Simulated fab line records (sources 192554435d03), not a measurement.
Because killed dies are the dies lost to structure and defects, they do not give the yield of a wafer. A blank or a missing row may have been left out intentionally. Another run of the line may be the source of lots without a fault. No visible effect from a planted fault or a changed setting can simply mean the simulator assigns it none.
Comparing a struck lot with a sound one ; flow n5 finfet ; 37 steps out of a route of 1938
Sound: wafers L364.1, L364.3, L364.4. Struck: wafer L375.1 (left out: L375.3, L375.4 of the same lot, which were not struck); the cause appears at the end.
Order at every step that has rows: each side's tool, ch and its chambers, its first start. Under that, the readings that differ: sound wafers ; struck wafers ; difference of the means ; sigmas: that difference in standard deviations of wafers without a fault.
alike: words and numbers the same on both sides, and readings whose means are apart by under 2 such deviations; not compared: readings that were withheld, readings missing a value for some wafer, numbers with overlapping values and no deviation given by the record, and bounds like >300 which may hide the same value.
The two part at a step that has a row with sigmas, a row that says differs or no value, or rows on one side only. When numbers do not overlap yet have no deviation, they are printed without sigmas and do not part them. A reading that every wafer of one side lacks parts them only if that side has two wafers or more.

first, 4 steps without rows for these wafers: N5_BEOL_M4_ANNEAL_87 (time 240 s); N5_BEOL_M4_SPUTTER_88 (material Cu, target thk 4.5 nm, time 8.29 s); N5_BEOL_M4_ANNEAL_89 (time 240 s); N5_BEOL_M4_SPUTTER_90 (material Cu, target thk 4.5 nm, time 8.29 s).
N5_BEOL_M4_ANNEAL_91: time 240 s.
  struck on pvd sputter-01, day 11 14:02; sound on pvd sputter-01, day 8 17:12
  alike: heater power w
then, 2 steps without rows for these wafers: N5_BEOL_M4_SPUTTER_92 (material Cu, target thk 4.5 nm, time 8.29 s); N5_BEOL_M4_ANNEAL_93 (time 240 s).
N5_BEOL_M4_SPUTTER_94: material Cu, target thk 4.5 nm, time 8.29 s.
  struck on pvd sputter-01, day 11 14:24; sound on pvd sputter-01, day 8 17:34
  alike: chuck sensor temp C, throttle valve pct
then, 4 steps without rows for these wafers: N5_BEOL_M4_ANNEAL_95 (time 240 s); N5_BEOL_M4_SPUTTER_96 (material Cu, target thk 4.5 nm, time 8.29 s); N5_BEOL_M4_ECD_50 (material Cu, target thk 300 nm); N5_BEOL_M4_ANNEAL_51 (time 90 s).
N5_BEOL_M4_CMP_52: polishes, stops on SiOC, t overpolish 6.8 s, target thk 40 nm.
  sound on cmp-03 ch 0,1,3, day 8 18:16; struck on cmp-03 ch 0, day 11 15:07
reading;sound;struck;difference;sigmas
time to endpoint s (s);67 67 70;61;-7;-2
  alike: barrier field endpoint s, motor current A, overpolish run s, platen rpm
N5_BEOL_M4_PRE_CLEAN_60: time 15 s.
  sound on cvd co-02 ch 0,1,2, day 8 18:37; struck on cvd co-02 ch 0, day 11 15:26
  alike: heater power w
then, 3 steps without rows for these wafers: N5_BEOL_M4_CO_CAP_55 (material Co, precursor CCTBA/H2, target thk 2 nm, time 102.1 s); N5_BEOL_M4_PRE_CLEAN_56 (time 15 s); N5_BEOL_M4_DEP_57 (deposits SiCN from 3MS/NH3, target thk 8 nm, time 14 s).
N5_BEOL_M4_INSPECT_59: inspects for defects (darkfield).
  struck on defect inspect-01, day 11 15:41; sound on defect inspect-02, day 8 18:52
reading;sound;struck;difference;sigmas
raw defect count;94 89 77;802;+715;+31
then, 2 steps without rows for these wafers: N5_BEOL_M5_ILD_DEP_00 (deposits SiCOH lowk from DEMS/porogen, target thk 140.64 nm, time 25.9 s); N5_BEOL_M5_CURE_79 (cures SiCOH lowk, time 240 s).
N5_BEOL_M5_THK_MEAS_01:
  struck on film metro-01, day 11 17:15; sound on film metro-02, day 8 20:25
  alike: M5_ILD_THK
N5_BEOL_M5_PECVD_70: deposits SiO2 from TEOS/O2, target thk 16 nm, time 18 s.
  sound on pecvd-04 ch 1,2, day 8 20:27; struck on pecvd-03 ch 0, day 11 17:17
  alike: heater power w, showerhead plenum p Torr, throttle valve pct
then, 10 steps without rows for these wafers: N5_BEOL_M5_HM_DEP_02 (deposits TiN, target thk 20 nm); N5_BEOL_M5_COAT_59 (time 60 s, resist thk 60 nm); N5_BEOL_M5_COAT_60 (time 60 s, resist thk 12 nm); N5_BEOL_M5_COAT_71 (time 60 s, resist thk 5 nm); N5_BEOL_M5_COAT_05 (resist thk 30 nm); N5_BEOL_M5_EBR_07; N5_BEOL_M5_SOFTBAKE_06 (time 60 s); N5_BEOL_M5_EXPOSE_08 (exposes mask M5, target cd 28 nm); N5_BEOL_M5_PEB_09 (peb time 60 s); N5_BEOL_M5_DEVELOP_10 (develop time 30 s).
N5_BEOL_M5_CD_MEAS_11: target cd 27.74 nm.
  sound on cd sem-02 ch 0, day 8 22:11; struck on cd sem-02 ch 0, day 11 18:09
  alike: cd nm
N5_BEOL_M5_OVL_MEAS_12:
  sound on overlay-02 ch 0, day 8 22:13; struck on overlay-01 ch 0, day 11 18:11
  alike: M5_OVL
N5_BEOL_M5_INSPECT_13: inspects for defects (brightfield).
  struck on defect inspect-01, day 11 18:14; sound on defect inspect-02, day 8 22:17
reading;sound;struck;difference;sigmas
raw defect count;381 432 396;1136;+733;+8
N5_BEOL_M5_DESCUM_16: chemistry O2, time 7 s.
  sound on rie diel-01 ch 0,2,3, day 8 22:23; struck on rie diel-01 ch 0, day 11 18:25
  alike: drypump motor current A, oes product au, rf vpp V, showerhead plenum p Torr, throttle valve pct
  not compared: rf hours counter h
-- record jumps: 4 days separate the struck wafers' starts on either side; left off in module BEOL_M5, taken up again in module PASSIVATION, whose first shown step is the route's number 1936 --
N5_PASSIVATION_PROBE_49:
  struck on prober-01, day 16 04:51; sound on prober-01, day 12 22:36
reading;sound;struck;difference;sigmas
defect limited yield (%);88.7 90.6 89.8;47.4;-42.3;-28
killed_at_M4_up;15 23 16;527;+509;+99 or more
killed dies;133 111 120;621;+500;+29
killed on rim;24 14 12;82;+65;+18
sort_bin_5_function (%);6.0 5.6 5.3;34.1;+28.5;+30
sort_bin_6_memory (%);4.7 3.4 4.4;16.0;+11.8;+18
sort n pass;1047 1069 1060;559;-500;-29
sort yield pct (%);88.7 90.6 89.8;47.4;-42.3;-28
  alike: killed_at_M0_to_M3, killed at contacts, killed at front end, killed at other, killed open, killed short

## WHERE THEY PART
First at N5_BEOL_M4_CMP_52; last, within this record, at N5_PASSIVATION_PROBE_49.

WHY: the cause the simulator had injected
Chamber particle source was cmp-03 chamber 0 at N5_BEOL_M4_CMP_52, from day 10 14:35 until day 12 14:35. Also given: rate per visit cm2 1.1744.
